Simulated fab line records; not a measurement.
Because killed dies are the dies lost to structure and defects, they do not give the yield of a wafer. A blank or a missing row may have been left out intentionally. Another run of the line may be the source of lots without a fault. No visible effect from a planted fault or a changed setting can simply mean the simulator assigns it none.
Split-lot trial :: flow n5 finfet :: on a route of 1938 steps: 7 lots, 21 wafers read

ABOUT THE SPLIT
At N5_BEOL_M15_ILD_DEP_00 (deposits SiO2 from TEOS/O2, target thk 1629.3 nm, time 346.1 s), the setting time s was moved away from the recipe's 346.1 s on 7 of the 21 wafers read, by -6.0% to +13.4%. For the rest of the wafers, this setting stayed at what the recipe calls for.

Split to reading: the file shows no intervening step.

THE READING
M15_ILD_THK in nanometres, read at N5_BEOL_M15_THK_MEAS_01. Typical for fault-free wafers on this fab line: 1631 nm, with standard deviation 22 nm.

wafer: L076.2
tool, chamber at the split: pecvd-02, 0
time s as run, s: 378.3
against the recipe: +9.3%
M15_ILD_THK, nm: 1781
against lot-mates on the recipe: +162

wafer: L076.3
tool, chamber at the split: pecvd-02, 1
time s as run, s: 346.1
against the recipe: recipe
M15_ILD_THK, nm: 1597
against lot-mates on the recipe: -

wafer: L076.4
tool, chamber at the split: pecvd-02, 0
time s as run, s: 346.1
against the recipe: recipe
M15_ILD_THK, nm: 1641
against lot-mates on the recipe: -

wafer: L074.1
tool, chamber at the split: pecvd-02, 0
time s as run, s: 346.1
against the recipe: recipe
M15_ILD_THK, nm: 1633
against lot-mates on the recipe: -

wafer: L074.3
tool, chamber at the split: pecvd-02, 2
time s as run, s: 392.5
against the recipe: +13.4%
M15_ILD_THK, nm: 1840
against lot-mates on the recipe: +207

wafer: L074.6
tool, chamber at the split: pecvd-02, 1
time s as run, s: 392.5
against the recipe: +13.4%
M15_ILD_THK, nm: 1841
against lot-mates on the recipe: +208

wafer: L078.4
tool, chamber at the split: pecvd-02, 1
time s as run, s: 346.1
against the recipe: recipe
M15_ILD_THK, nm: 1644
against lot-mates on the recipe: -

wafer: L078.5
tool, chamber at the split: pecvd-02, 2
time s as run, s: 325.4
against the recipe: -6.0%
M15_ILD_THK, nm: 1581
against lot-mates on the recipe: -82

wafer: L078.6
tool, chamber at the split: pecvd-02, 0
time s as run, s: 346.1
against the recipe: recipe
M15_ILD_THK, nm: 1683
against lot-mates on the recipe: -

wafer: L082.2
tool, chamber at the split: pecvd-04, 2
time s as run, s: 370.9
against the recipe: +7.2%
M15_ILD_THK, nm: 1727
against lot-mates on the recipe: +108

wafer: L082.4
tool, chamber at the split: pecvd-04, 0
time s as run, s: 346.1
against the recipe: recipe
M15_ILD_THK, nm: 1619
against lot-mates on the recipe: -

wafer: L082.6
tool, chamber at the split: pecvd-04, 1
time s as run, s: 370.9
against the recipe: +7.2%
M15_ILD_THK, nm: 1754
against lot-mates on the recipe: +135

wafer: L085.3
tool, chamber at the split: pecvd-02, 2
time s as run, s: 346.1
against the recipe: recipe
M15_ILD_THK, nm: 1598
against lot-mates on the recipe: -

wafer: L085.4
tool, chamber at the split: pecvd-02, 2
time s as run, s: 346.1
against the recipe: recipe
M15_ILD_THK, nm: 1646
against lot-mates on the recipe: -

wafer: L085.5
tool, chamber at the split: pecvd-02, 0
time s as run, s: 366.6
against the recipe: +5.9%
M15_ILD_THK, nm: 1746
against lot-mates on the recipe: +124

wafer: L084.2
tool, chamber at the split: pecvd-02, 2
time s as run, s: 346.1
against the recipe: recipe
M15_ILD_THK, nm: 1639
against lot-mates on the recipe: -

wafer: L084.4
tool, chamber at the split: pecvd-02, 1
time s as run, s: 346.1
against the recipe: recipe
M15_ILD_THK, nm: 1621
against lot-mates on the recipe: -

wafer: L084.6
tool, chamber at the split: pecvd-02, 0
time s as run, s: 346.1
against the recipe: recipe
M15_ILD_THK, nm: 1667
against lot-mates on the recipe: -

wafer: L093.1
tool, chamber at the split: pecvd-02, 0
time s as run, s: 346.1
against the recipe: recipe
M15_ILD_THK, nm: 1665
against lot-mates on the recipe: -

wafer: L093.4
tool, chamber at the split: pecvd-02, 2
time s as run, s: 346.1
against the recipe: recipe
M15_ILD_THK, nm: 1654
against lot-mates on the recipe: -

wafer: L093.6
tool, chamber at the split: pecvd-02, 1
time s as run, s: 346.1
against the recipe: recipe
M15_ILD_THK, nm: 1657
against lot-mates on the recipe: -

THE FIT
A straight line over all 21 wafers: M15_ILD_THK changes by +14.4 nm for each +1% of time s; r = +0.96; the points scatter about the line by 23 nm.
The same after taking each lot's own level away (the mean of its wafers on the recipe; 21 wafers): +16 nm for each +1%; r = +0.98; scatter 17 nm.
Per that fit: largest time s move, reading shift of 2.1e+02 nm.
From 1619.0 to 1663.5 nm: that is the span of the lots' own levels, equal to 2.0 times the standard deviation above.
The two slopes agree, so the slope changes little with the lot-to-lot level.
Check: with one of the wafers moved furthest among these (+13.4%) left out of the fit, the line predicts +221 nm for it against its lot-mates. Against them it came out at +207 nm.

THESE WAFERS: OTHER SPLITS
Other splits were also applied to these wafers ahead of the reading. Each is held against what the fit with the lots' levels taken away leaves over:
other split on the same wafers: N5_BEOL_M13_CMP_49 down force psi
wafers away from the commonest value: 11
r with M15_ILD_THK (lot level and that fit taken away): -0.03

other split on the same wafers: N5_BEOL_M14_COAT_58 spin rpm
wafers away from the commonest value: 6
r with M15_ILD_THK (lot level and that fit taken away): -0.11

other split on the same wafers: N5_BEOL_M14_SPUTTER_43 power w
wafers away from the commonest value: 6
r with M15_ILD_THK (lot level and that fit taken away): -0.12

THE WHOLE CHAIN: every reading that the file lists as answering this split, in the file's order
step: N5_BEOL_M15_ILD_DEP_00
what it does: deposits SiO2 from TEOS/O2, target thk 1629.3 nm, time 346.1 s
reading: SiO2_of_BEOL_M15_ILD_DEP_00.thk nm (the simulator's own value, which no gauge read)
change (the file's fit): +16.4 nm for each +1% of the setting
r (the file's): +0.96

step: N5_BEOL_M15_THK_MEAS_01
what it does: 
reading: M15_ILD_THK
change (the file's fit): +16.5 for each +1% of the setting
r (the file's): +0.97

step: N5_BEOL_M15_VIA_ETCH_16
what it does: etches SiO2 in C4F8/O2/Ar, target depth 1792.2 nm
reading: etch.depth nm (the simulator's own value, which no gauge read)
change (the file's fit): +16.4 nm for each +1% of the setting
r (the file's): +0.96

step: N5_BEOL_M15_VIA_ETCH_16
what it does: etches SiO2 in C4F8/O2/Ar, target depth 1792.2 nm
reading: coat_of_BEOL_M15_COAT_04.thk nm (the simulator's own value, which no gauge read)
change (the file's fit): -3.93 nm for each +1% of the setting
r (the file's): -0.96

step: N5_BEOL_M15_ETCH_38
what it does: etches SiCN in CF4/N2, target depth 106.4 nm, time 120.5 s
reading: SiO2_of_BEOL_M15_ILD_DEP_00.thk nm (the simulator's own value, which no gauge read)
change (the file's fit): +16.6 nm for each +1% of the setting
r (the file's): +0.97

THE FILE'S OWN FIT
M15_ILD_THK changes by +16.5 nm for each +1% of time s, r = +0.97.
